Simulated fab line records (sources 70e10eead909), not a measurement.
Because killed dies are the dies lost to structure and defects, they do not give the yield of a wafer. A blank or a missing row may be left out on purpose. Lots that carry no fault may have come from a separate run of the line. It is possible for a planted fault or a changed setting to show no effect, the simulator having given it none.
fab line records    flow nandHarc
[record] lots = 7  wafers = 19  lastDay = 32
route steps=1302 shown A_ONON_D1@432
lots that met no fault: taken from a fault-free run of the same line
startH: the number of hours between the record's first day and the start of the first shown wafer of the lot    waitH: hours since the lot's step before    " the same as in the row above    L1.1+2: several wafers, shown together as one row    - value missing, or start not given    * or withheld: withheld    < > ~ a bound
route shown NAME@n: NAME is a module with steps in the file, n the number in the route of the first one    usual: average and standard deviation across the fault-free wafers    same: alike in all rows    chamber/n: place in a boat    sites: readings site by site    _std_site: standard deviation across them    _edge_site: inner sites' mean taken away from outer sites' mean    radiusMm: how far each site lies from the wafer's centre    mask NAME#n: copy n    behind: tool/chamber where the wafer was last shaped    hold: why the lot went on hold/how many hours it stayed there/how the hold came to an end    device: whichever transistor did not switch (one of n, p or np)    end of line: the same wafers' tests at the end of the route    where a step has no rows: the recipe by itself    killed: count of dies lost to structure and defects at first sort (not the wafer's yield)    map: dies across one wafer; x = killed, . = not, _ = none there
set.NAME: the setting as run; set.NAME@STEP: as run at that earlier step    model.NAME: the simulator's own value behind a step, which no gauge read
lots at some steps of the route; a table a step, a row a wafer
services: a tool's chamber out of use, with start hour (startH, from the record's first day; less than 0 if before it), hours out, and reason
[[steps]]
[step NHARC_A_ONON_D1_DEP_12]
[recipe] targetThkA = 10000  n2FlowSccm = 2750  n2oFlowSccm = 2000  nh3FlowSccm = 500  sih4FlowSccm = 210  tempC = 400
[step NHARC_A_ONON_D1_THK_MEAS_14]
[recipe] thkMeasGauge = ellipsometry
[usual] thkNm = 999/12
lot.wafer  tool          chamber  startH  waitH  thkNm
L436.1     filmMetro-01  -        166.26  -      1018
L436.3     "             -        "       "      1018
L436.5     "             -        "       "      1016
L443.2     filmMetro-02  -        230.15  -      995
L443.4     "             -        "       "      997
L443.5     "             -        "       "      997
L444.1     filmMetro-01  -        248.98  -      982
L444.3     "             -        "       "      983
L444.5     "             -        "       "      982
L451.1     filmMetro-02  -        321.51  -      1000
L451.5     "             -        "       "      1000
L452.2     filmMetro-02  -        328.31  -      1006
L452.5     "             -        "       "      1008
L454.2     filmMetro-02  -        344.44  -      1009
L454.4     "             -        "       "      1008
L454.6     "             -        "       "      1010
L458.1     filmMetro-01  -        387.25  -      998
L458.3     "             -        "       "      999
L458.4     "             -        "       "      998
[step NHARC_A_ONON_D1_ANNEAL_15]
[recipe] tempC = 750  timeS = 3600
[step NHARC_A_ONON_D1_DEP_16]
[recipe] targetThkA = 10000  n2FlowSccm = 2750  n2oFlowSccm = 2000  nh3FlowSccm = 500  sih4FlowSccm = 210  tempC = 400
[step NHARC_A_ONON_D1_THK_MEAS_18]
[recipe] thkMeasGauge = ellipsometry
[usual] thkNm = 1002/8.6
lot.wafer  tool          chamber  startH  waitH  thkNm
L436.1     filmMetro-02  -        173.99  -      998
L436.3     "             -        "       "      994
L436.5     "             -        "       "      997
L443.2     filmMetro-02  -        241.87  -      1008
L443.4     "             -        "       "      1009
L443.5     "             -        "       "      1009
L444.1     filmMetro-01  -        259.43  -      988
L444.3     "             -        "       "      987
L444.5     "             -        "       "      987
L451.1     filmMetro-02  -        329.34  -      998
L451.5     "             -        "       "      998
L452.2     filmMetro-01  -        336.58  -      1000
L452.5     "             -        "       "      1001
L454.2     filmMetro-02  -        355.79  -      999
L454.4     "             -        "       "      1000
L454.6     "             -        "       "      997
L458.1     filmMetro-02  -        395.34  -      988
L458.3     "             -        "       "      987
L458.4     "             -        "       "      987
[step NHARC_A_ONON_D1_DEP_19]
[recipe] targetThkA = 10000  n2FlowSccm = 2750  n2oFlowSccm = 2000  nh3FlowSccm = 500  sih4FlowSccm = 210  tempC = 400
[step NHARC_A_ONON_D1_THK_MEAS_21]
[recipe] thkMeasGauge = ellipsometry
[usual] thkNm = 1000/10
lot.wafer  tool          chamber  startH  waitH  thkNm
L436.1     filmMetro-02  -        174.56  -      990
L436.3     "             -        "       "      991
L436.5     "             -        "       "      992
L443.2     filmMetro-02  -        242.45  -      1003
L443.4     "             -        "       "      1003
L443.5     "             -        "       "      1004
L444.1     filmMetro-02  -        259.99  -      1008
L444.3     "             -        "       "      1007
L444.5     "             -        "       "      1008
L451.1     filmMetro-01  -        329.90  -      976
L451.5     "             -        "       "      975
L452.2     filmMetro-01  -        337.15  -      996
L452.5     "             -        "       "      994
L454.2     filmMetro-02  -        356.36  -      1002
L454.4     "             -        "       "      1001
L454.6     "             -        "       "      1001
L458.1     filmMetro-01  -        395.91  -      1008
L458.3     "             -        "       "      1007
L458.4     "             -        "       "      1009
[step NHARC_A_ONON_D1_DEP_22]
[recipe] targetThkA = 10000  n2FlowSccm = 2750  n2oFlowSccm = 2000  nh3FlowSccm = 500  sih4FlowSccm = 210  tempC = 400
[step NHARC_A_ONON_D1_THK_MEAS_24]
[recipe] thkMeasGauge = ellipsometry
[usual] thkNm = 1000/10
lot.wafer  tool          chamber  startH  waitH  thkNm
L436.1     filmMetro-02  -        175.13  -      985
L436.3     "             -        "       "      984
L436.5     "             -        "       "      986
L443.2     filmMetro-01  -        243.02  -      993
L443.4     "             -        "       "      992
L443.5     "             -        "       "      993
L444.1     filmMetro-01  -        260.56  -      990
L444.3     "             -        "       "      990
L444.5     "             -        "       "      991
L451.1     filmMetro-02  -        330.46  -      1007
L451.5     "             -        "       "      1007
L452.2     filmMetro-01  -        337.71  -      1000
L452.5     "             -        "       "      1002
L454.2     filmMetro-02  -        356.92  -      1013
L454.4     "             -        "       "      1011
L454.6     "             -        "       "      1010
L458.1     filmMetro-01  -        396.48  -      989
L458.3     "             -        "       "      990
L458.4     "             -        "       "      990
[step NHARC_A_ONON_D1_DEP_25]
[recipe] targetThkA = 10000  n2FlowSccm = 2750  n2oFlowSccm = 2000  nh3FlowSccm = 500  sih4FlowSccm = 210  tempC = 400
[step NHARC_A_ONON_D1_THK_MEAS_27]
[recipe] thkMeasGauge = ellipsometry
[usual] thkNm = 997/8.1
lot.wafer  tool          chamber  startH  waitH  thkNm
L436.1     filmMetro-01  -        175.68  -      986
L436.3     "             -        "       "      987
L436.5     "             -        "       "      989
L443.2     filmMetro-02  -        243.59  -      1008
L443.4     "             -        "       "      1007
L443.5     "             -        "       "      1006
L444.1     filmMetro-02  -        261.13  -      988
L444.3     "             -        "       "      987
L444.5     "             -        "       "      986
L451.1     filmMetro-01  -        331.03  -      994
L451.5     "             -        "       "      996
L452.2     filmMetro-02  -        338.30  -      1005
L452.5     "             -        "       "      1006
L454.2     filmMetro-01  -        357.50  -      981
L454.4     "             -        "       "      983
L454.6     "             -        "       "      984
L458.1     filmMetro-01  -        397.05  -      1004
L458.3     "             -        "       "      1002
L458.4     "             -        "       "      1001
[step NHARC_A_ONON_D1_DEP_28]
[recipe] targetThkA = 10000  n2FlowSccm = 2750  n2oFlowSccm = 2000  nh3FlowSccm = 500  sih4FlowSccm = 210  tempC = 400
lot.wafer   tool          chamber  startH  waitH
L436.1+3+5  pecvdOnon-01  0        175.74  0.1
L443.2+4+5  pecvdOnon-04  0        243.71  0.1
L444.1+3+5  pecvdOnon-01  0        261.19  0.1
L451.1+5    pecvdOnon-01  0        331.09  0.1
L452.2+5    pecvdOnon-01  0        338.42  0.1
L454.2+4+6  pecvdOnon-01  0        357.61  0.1
L458.1+3+4  pecvdOnon-02  0        397.10  0.1
[step NHARC_A_ONON_D1_THK_MEAS_30]
[recipe] thkMeasGauge = ellipsometry
[usual] thkNm = 1002/8.5
lot.wafer  tool          chamber  startH  waitH  thkNm
L436.1     filmMetro-02  -        176.25  -      1000
L436.3     "             -        "       "      1002
L436.5     "             -        "       "      1001
L443.2     filmMetro-01  -        244.16  -      983
L443.4     "             -        "       "      985
L443.5     "             -        "       "      987
L444.1     filmMetro-02  -        261.70  -      1004
L444.3     "             -        "       "      1003
L444.5     "             -        "       "      1004
L451.1     filmMetro-02  -        331.60  -      1016
L451.5     "             -        "       "      1338
L452.2     filmMetro-01  -        338.87  -      1005
L452.5     "             -        "       "      1327
L454.2     filmMetro-01  -        358.07  -      1003
L454.4     "             -        "       "      1324
L454.6     "             -        "       "      1004
L458.1     filmMetro-01  -        397.61  -      996
L458.3     "             -        "       "      996
L458.4     "             -        "       "      997
[step NHARC_A_ONON_D1_DEP_33]
[recipe] targetThkA = 2000  tempC = 400  pressureTorr = 6.5  rfW = 900  teosFlowSccm = 161.4  flowSccm = 2650  targetThkNm = 200  gas = O2  material = SiO2
[usual] heaterPowerW = 546/110  throttleValvePct = 15.9/0.34
lot.wafer  tool      chamber  startH  waitH  heaterPowerW  throttleValvePct
L436.3     pecvd-02  1        176.36  0.1    492           16.7
L436.1     "         2        "       "      604           15.7
L436.5     "         1        "       "      489           16.4
L443.2     pecvd-03  2        244.26  0.1    483           15.6
L443.4     "         1        "       "      524           16.0
L443.5     "         2        "       "      495           15.6
L444.1     pecvd-03  1        261.76  0.1    526           16.5
L444.3     "         1        "       "      547           16.4
L444.5     "         2        "       "      479           15.8
L451.1     pecvd-01  2        331.70  0.1    528           15.7
L451.5     "         0        "       "      685           15.2
L452.2     pecvd-01  0        338.99  0.1    703           15.6
L452.5     "         0        "       "      735           15.4
L454.2     pecvd-01  0        358.17  0.1    663           15.6
L454.4     "         0        "       "      722           15.3
L454.6     "         1        "       "      384           15.8
L458.3     pecvd-01  1        397.67  0.1    356           16.1
L458.1     "         0        "       "      651           15.4
L458.4     "         0        "       "      663           15.7
[[services]]
tool          chamber  startH  hours  kind
pecvdOnon-02  -        185.03  13.0   pm
pecvd-03      -        185.06  13.0   pm
pecvd-03      0        185.06  13.0   ventCycle
pecvd-03      1        185.06  14.8   ventCycle
pecvd-03      2        185.06  13.0   ventCycle
pecvd-03      0        198.06  -      clean
pecvd-03      2        198.06  -      clean
pecvd-02      -        218.23  0.7    repair
pecvd-02      -        227.13  13.0   pm
pecvd-03      0        258.49  15.4   repair
pecvdOnon-01  -        269.00  13.0   pm
pecvdOnon-01  -        301.28  9.1    repair
pecvd-01      -        311.00  13.0   pm
pecvd-01      0        311.00  13.0   ventCycle
pecvd-01      1        311.00  13.0   ventCycle
pecvd-01      2        311.00  13.0   ventCycle
pecvdOnon-04  -        311.52  13.0   pm
pecvd-01      0        324.00  -      clean
pecvd-01      1        324.00  -      clean
pecvd-01      2        324.00  -      clean
pecvdOnon-02  -        366.03  13.0   pm
pecvd-03      -        366.06  13.0   pm
pecvd-03      0        366.06  13.0   ventCycle
pecvdOnon-01  -        388.73  0.1    repair
[[key]]
[firstSign] step = NHARC_A_ONON_D1_THK_MEAS_30  reading = thkNm  direction = up  sigmas = 38  usual = 1002  struck = 1329
effect none on later readings
metAt NHARC_A_ONON_D1_DEP_28
struckWafers L451.5,L452.5,L454.4
laterRowsLeftOut L451.5,L452.5,L454.4
sortLeftOut L451.5,L452.5,L454.4
testerLeftOut L451,L452,L454
onsetBetween 261.19 331.09
[fault] kind = processParameterDrift  tool = pecvdOnon-01  chamber = -  onsetH = 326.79  steps = NHARC_A_ONON_D1_DEP_28  channel = targetThkA  offset = *  shape = step  endH = 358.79  scope = struckWafersOnly  actsIn = *  stated = *
// testerLeftOut: of these lots the tester's yield and bins aren't shown, on N5 and GAA mostly nor the transistor test; their killed dies are dies lost to structure and defects alone, not to doping, threshold or leakage, so they don't give the yield
// sortLeftOut: the simulated sort isn't trusted on such a fault, so these wafers' sort isn't shown, and their yield isn't known
// laterRowsLeftOut: the simulator's readings of these wafers behind a module that went badly wrong aren't trusted and aren't shown, but for the sort
